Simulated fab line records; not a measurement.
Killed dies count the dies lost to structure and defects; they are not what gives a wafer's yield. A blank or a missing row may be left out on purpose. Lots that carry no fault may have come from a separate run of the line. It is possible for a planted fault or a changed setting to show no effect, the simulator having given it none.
Split-lot trial | flow n5-finfet | 21 wafers read from 7 lots, route of 1938 steps

## THE SPLIT
At N5_SD_EPI_P_PEB_07 (peb time 60 s), the setting peb-time-s was moved away from the recipe's 60 s on 9 of the 21 wafers read, by -14.3% to +18.4%. The other wafers ran this setting at the recipe's value.

## SPLIT TO READING: what lies between them in the file, 1 step
- N5_SD_EPI_P_DEVELOP_08: develop time 30 s

## THE READING
Shown in nm: cd-nm at N5_SD_EPI_P_CD_MEAS_09, with target cd 240 nm. Typical for fault-free wafers on this fab line: 240.3 nm, with standard deviation 0.87 nm.

wafer  | tool, chamber at the split | peb-time-s as run, s | against the recipe | cd-nm, nm | against lot-mates on the recipe
L074.1 | litho-track-02, 0          | 51.39                | -14.3%             | 235.0     | -5.5
L074.3 | litho-track-02, 0          | 51.39                | -14.3%             | 235.0     | -5.5
L074.5 | litho-track-02, 0          | 60                   | recipe             | 240.5     | -
L075.3 | litho-track-02, 0          | 60                   | recipe             | 240.2     | -
L075.5 | litho-track-02, 0          | 60                   | recipe             | 241.0     | -
L075.6 | litho-track-02, 0          | 60                   | recipe             | 241.5     | -
L076.2 | litho-track-03, 0          | 60                   | recipe             | 240.2     | -
L076.4 | litho-track-03, 0          | 53.19                | -11.4%             | 235.1     | -5.1
L076.6 | litho-track-03, 0          | 53.19                | -11.4%             | 235.4     | -4.8
L077.1 | litho-track-03, 0          | 60                   | recipe             | 240.4     | -
L077.2 | litho-track-03, 0          | 56.44                | -5.9%              | 238.5     | -1.9
L077.5 | litho-track-03, 0          | 56.44                | -5.9%              | 239.5     | -0.9
L084.3 | litho-track-04, 0          | 60                   | recipe             | 240.3     | -
L084.4 | litho-track-04, 0          | 60                   | recipe             | 240.3     | -
L084.5 | litho-track-04, 0          | 55.88                | -6.9%              | 237.6     | -2.7
L086.1 | litho-track-03, 0          | 60                   | recipe             | 241.1     | -
L086.3 | litho-track-03, 0          | 60                   | recipe             | 240.5     | -
L086.5 | litho-track-03, 0          | 60                   | recipe             | 241.6     | -
L096.4 | litho-track-03, 0          | 60                   | recipe             | 238.1     | -
L096.5 | litho-track-03, 0          | 71.05                | +18.4%             | 244.5     | +6.4
L096.6 | litho-track-03, 0          | 71.05                | +18.4%             | 245.0     | +6.9

THE FIT
A straight line over all 21 wafers: cd-nm changes by +0.312 nm for each +1% of peb-time-s; r = +0.94; the points scatter about the line by 1 nm.
The same after taking each lot's own level away (the mean of its wafers on the recipe; 21 wafers): +0.375 nm for each +1%; r = +0.99; scatter 0.49 nm.
On that fit, the largest move of peb-time-s shifts the reading by 6.9 nm.
The span of the lots' own levels, 238.10 to 241.07 nm, comes to 3.4 times the standard deviation stated above.
So the lot-to-lot level changes the slope: the two fits differ.
Check: for one of the wafers moved furthest among these (+18.4%), held out of the fit, the line's prediction against its lot-mates is +7.11 nm. It came out at +6.4 nm against them.

## FURTHER SPLITS ON THESE WAFERS
Note: prior to the reading, these wafers also went through further splits. Each is held against what the fit with the lots' levels taken away leaves over:
other split on the same wafers  | wafers away from the commonest value | r with cd-nm (lot level and that fit taken away)
N5_ZERO_LAYER_COAT_05 spin-rpm  | 8                                    | -0.37
N5_ZERO_LAYER_EXPOSE_08 dose-mj | 6                                    | +0.07
N5_FIN_SAQP_PEB_14 peb-time-s   | 5                                    | -0.20
N5_FIN_SAQP_FIN_ETCH_36 bias-w  | 7                                    | +0.17
N5_DUMMY_GATE_HM_DEP_06 time-s  | 12                                   | +0.48
N5_DUMMY_GATE_COAT_28 spin-rpm  | 6                                    | +0.19
N5_DUMMY_GATE_ETCH_32 time-s    | 6                                    | +0.16

## THE WHOLE CHAIN: every reading that the file lists as answering this split, in the file's order
step                     | what it does                                                | reading                                                         | change (the file's fit)               | r (the file's)
N5_SD_EPI_P_CD_MEAS_09   | target cd 240 nm                                            | cd-nm                                                           | +0.376 nm for each +1% of the setting | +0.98
N5_SD_EPI_P_DESCUM_14    | chemistry O2, time 7.9 s                                    | SD_EPI_P.cd-nm (the simulator's own value, which no gauge read) | +0.369 nm for each +1% of the setting | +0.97
N5_SD_EPI_P_ETCH_37      | etches SOC in N2/H2, overetch 108 nm, time 486 s            | SD_EPI_P.cd-nm (the simulator's own value, which no gauge read) | +0.302 nm for each +1% of the setting | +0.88
N5_SD_EPI_P_ETCHBACK_46  | etches SiNx in CH3F/O2, stops on SiO2, target depth 17.5 nm | SD_EPI_P.cd-nm (the simulator's own value, which no gauge read) | +0.288 nm for each +1% of the setting | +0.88
N5_SD_EPI_P_SD_RECESS_17 | chemistry HBr/Cl2/O2, target depth 39.1 nm, bt time 3 s     | SD_EPI_P.cd-nm (the simulator's own value, which no gauge read) | +0.282 nm for each +1% of the setting | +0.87

## FILE'S OWN FIT
cd-nm changes by +0.376 nm for each +1% of peb-time-s, r = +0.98.
